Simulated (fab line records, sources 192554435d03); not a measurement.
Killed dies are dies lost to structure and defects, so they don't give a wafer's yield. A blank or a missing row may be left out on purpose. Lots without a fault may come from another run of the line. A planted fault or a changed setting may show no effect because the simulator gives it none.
Problem report in the 8D (eight disciplines) form, filled by code | flow n5_finfet | the parts of the form that need people (team, actions taken, sign-off) are left out

1. THE PROBLEM
bias_w at N5_BEOL_M8_ETCH_66 reads a mean of 115.3 W on 6 wafers of 2 lots; wafers without a fault read 150.0 W with a standard deviation of 0.47. That is -74 standard deviations from the usual mean.
The step: etches SOC in N2/H2, target depth 80 nm, overetch 16 nm, time 120 s.
First seen on wafer L530.1, day 13 11:12, on rie_diel-05. The record holds 30 wafers of 10 lots with a number at this step. Rule for "out", or "out of limits": more than 4 standard deviations from the usual mean. The other wafers with a number count as sound.

2. WHAT IT IS AND WHAT IT IS NOT
question                    | is                     | is not
which readings at this step | bias_w, rf_vpp_V       | drypump_motor_current_A, oes_product_au, showerhead_plenum_p_Torr, throttle_valve_pct
which lots                  | L530, L535             | L520, L522, L525, L526, L528, L541, L542, L543
which wafers of those lots  | all that have a number | -
read on which tools         | rie_diel-05            | rie_diel-02, rie_diel-04
when                        | from day 13 11:12      | up to then (15 sound wafers); but 9 sound wafers of L541, L542, L543 came after

3. SUSPECTS, AND WHAT RULES EACH OUT
Counting: a tool at a process step up to the reading stays a suspect if it ran every lot that is out and no sound lot after the first of them.
- rie_diel-02 at N5_BEOL_M8_ETCH_61 (etches SiARC in CF4, target depth 45.5 nm, time 75.8 s): ruled out as a lasting fault. Sound lots L542, L541, L543 ran on it after its first lot that is out, L530 (day 13 08:44).
- rie_diel-05 at N5_BEOL_M8_ETCH_72 (etches underlayer in N2/H2, target depth 6.5 nm, time 5.2 s): kept. It ran every lot that is out, first L530 (day 13 11:09), and no sound lot after that; its last sound lot up to then is L528 (day 12 14:59).
- rie_diel-05 at N5_BEOL_M8_ETCH_66 (etches SOC in N2/H2, target depth 80 nm, overetch 16 nm, time 120 s): kept. It ran every lot that is out, first L530 (day 13 11:12), and no sound lot after that; its last sound lot up to then is L528 (day 12 15:02). Its own readings are out on those wafers: bias_w, rf_vpp_V.
Left after counting: rie_diel-05 at N5_BEOL_M8_ETCH_72, rie_diel-05 at N5_BEOL_M8_ETCH_66.

4. THE CAUSE (what the simulator had put in)
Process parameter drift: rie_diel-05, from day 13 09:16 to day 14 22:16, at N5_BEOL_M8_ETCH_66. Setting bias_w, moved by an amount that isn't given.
Counting left 2 suspects, and this tool is among them.

5. THE CHAIN OF EFFECTS, in route order
Each row: a reading whose mean over the struck wafers that have a number lies more than 3 standard deviations from the usual. Only readings for which the record gives a usual standard deviation are gone through. hours: the time from each lot's start at the first step in this table that gives one to its start at this step, as a median over the lots. sigmas: the change in usual standard deviations.
hours | step               | reading  | usual   | on struck wafers | change | sigmas
0     | N5_BEOL_M8_ETCH_66 | bias_w   | 150.0 W | 115.3            | -34.7  | -74
0     | N5_BEOL_M8_ETCH_66 | rf_vpp_V | 524.9 V | 445.0            | -79.9  | -32
The process steps in it:
- N5_BEOL_M8_ETCH_66: etches SOC in N2/H2, target depth 80 nm, overetch 16 nm, time 120 s.

6. WHAT WOULD HAVE CAUGHT IT SOONER
In this record the first reading out of limits was taken at day 13 11:12, 2 hours after the fault began at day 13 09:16.
